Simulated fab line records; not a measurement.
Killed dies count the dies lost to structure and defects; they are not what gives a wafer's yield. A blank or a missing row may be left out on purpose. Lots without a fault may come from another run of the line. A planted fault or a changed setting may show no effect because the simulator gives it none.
Matching of chambers | flow nand harc | NHARC_A_STAIRCASE_ETCH_292 on rie diel-09: 4 sister chambers
The step etches the open film in CF4/CHF3. 4 wafers are shown with their chamber, then 9 later ones without.

WAFERS PAIRED WITH THEIR CHAMBERS
wafer  | chamber | drypump motor current A (A)
L084.1 | 1       | 6.2
L084.6 | 0       | 6.1
L085.3 | 3       | 4.7
L085.6 | 2       | 5.0

WAFERS MISSING THEIR CHAMBER
wafer  | drypump motor current A (A)
L093.1 | 5.0
L093.3 | 6.1
L093.5 | 4.7
L095.2 | 6.3
L095.4 | 4.7
L095.5 | 6.2
L097.2 | 6.2
L097.3 | 6.1
L097.4 | 5.0

THE CHAMBER EACH PASSED THROUGH
wafer  | from the rows above | in truth
L093.1 | 2                   | 2
L093.3 | 0                   | 0
L093.5 | 3                   | 3
L095.2 | 1                   | 1
L095.4 | 3                   | 3
L095.5 | 1                   | 1
L097.2 | 1                   | 1
L097.3 | 0                   | 0
L097.4 | 2                   | 2
Correct placement for 9 of the 9. Number that these rows cannot place: 0. 0 placed wrongly.
How it was worked out, from the rows above alone: a wafer's distance from a chamber is the root of the sum, over the readings, of the square of ((its reading less the chamber's mean) divided by the reading's scatter). The wafer belongs to the nearest chamber; if the next one is less than 2 further off, it can't be placed. For every chamber, the mean is computed from those of its wafers that are shown. The scatter: with one shown wafer a chamber, the root of the mean of the squares of how far each hidden wafer lies from its nearest shown one.
